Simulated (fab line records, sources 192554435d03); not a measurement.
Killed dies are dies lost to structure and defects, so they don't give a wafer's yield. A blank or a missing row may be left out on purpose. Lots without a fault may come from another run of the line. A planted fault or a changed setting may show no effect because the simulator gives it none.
Chamber matching | flow n5_finfet | N5_GATE_CUT_STRIP_41 on rie_diel-06: 4 sister chambers
The step strips in CF4. 20 wafers are shown with their chamber, then 10 later ones without.

WAFERS WITH THEIR CHAMBER
wafer  | chamber | drypump_motor_current_A (A) | showerhead_plenum_p_Torr (Torr) | throttle_valve_pct (%)
L076.2 | 2       | 4.6                         | 1.71                            | 13.93
L076.5 | 2       | 4.6                         | 1.71                            | 13.91
L076.6 | 3       | 4.8                         | 1.86                            | 13.63
L077.2 | 1       | 5.8                         | 1.76                            | 13.86
L077.4 | 2       | 4.7                         | 1.70                            | 13.92
L077.6 | 1       | 5.8                         | 1.76                            | 13.86
L080.2 | 3       | 4.8                         | 1.85                            | 13.65
L080.4 | 0       | 4.8                         | 1.73                            | 13.84
L080.6 | 2       | 4.6                         | 1.70                            | 13.93
L081.1 | 0       | 4.8                         | 1.73                            | 13.85
L081.4 | 2       | 4.6                         | 1.70                            | 13.96
L081.6 | 3       | 4.8                         | 1.85                            | 13.64
L082.2 | 3       | 4.8                         | 1.85                            | 13.64
L082.5 | 1       | 5.8                         | 1.76                            | 13.31
L082.6 | 0       | 4.8                         | 1.73                            | 13.83
L084.2 | 1       | 5.8                         | 1.76                            | 13.31
L084.4 | 2       | 4.6                         | 1.70                            | 13.97
L084.6 | 1       | 5.8                         | 1.76                            | 13.33
L086.2 | 2       | 4.6                         | 1.70                            | 13.98
L086.3 | 3       | 4.8                         | 1.85                            | 13.67

SIGNATURES (means of the wafers above)
reading                  | chamber 0 | chamber 1 | chamber 2 | chamber 3 | scatter within a chamber
drypump_motor_current_A  | 4.800     | 5.800     | 4.614     | 4.800     | 0.0231
showerhead_plenum_p_Torr | 1.7300    | 1.7600    | 1.7029    | 1.8520    | 0.00373
throttle_valve_pct       | 13.8400   | 13.5340   | 13.9429   | 13.6460   | 0.15
Rule: a wafer's distance from a chamber is the root of the sum, over the readings, of the square of ((its reading less the chamber's mean) divided by the reading's scatter). The wafer belongs to the nearest chamber; if the next one is less than 2 further off, it can't be placed. The scatter: the root of (the sum of the squares of (reading less its chamber's mean) over the shown wafers, divided by (wafers less chambers)).

WAFERS WITHOUT THEIR CHAMBER
wafer  | drypump_motor_current_A (A) | showerhead_plenum_p_Torr (Torr) | throttle_valve_pct (%)
L086.6 | 4.8                         | 1.85                            | 13.68
L091.2 | 5.8                         | 1.76                            | 13.37
L091.3 | 4.8                         | 1.85                            | 13.70
L091.6 | 4.8                         | 1.85                            | 13.69
L094.1 | 4.8                         | 1.72                            | 13.88
L094.5 | 4.8                         | 1.72                            | 13.88
L094.6 | 4.8                         | 1.85                            | 13.69
L097.2 | 4.6                         | 1.91                            | 13.44
L097.4 | 4.8                         | 1.85                            | 13.72
L097.5 | 4.8                         | 1.72                            | 13.90

WHICH CHAMBER EACH WENT THROUGH
wafer  | from the rows above | in truth
L086.6 | 3                   | 3
L091.2 | 1                   | 1
L091.3 | 3                   | 3
L091.6 | 3                   | 3
L094.1 | 0                   | 0
L094.5 | 0                   | 0
L094.6 | 3                   | 3
L097.2 | 3                   | 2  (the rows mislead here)
L097.4 | 3                   | 3
L097.5 | 0                   | 0
Placed correctly: 9 of 10. Can't be placed from these rows: 0. Placed wrongly: 1.
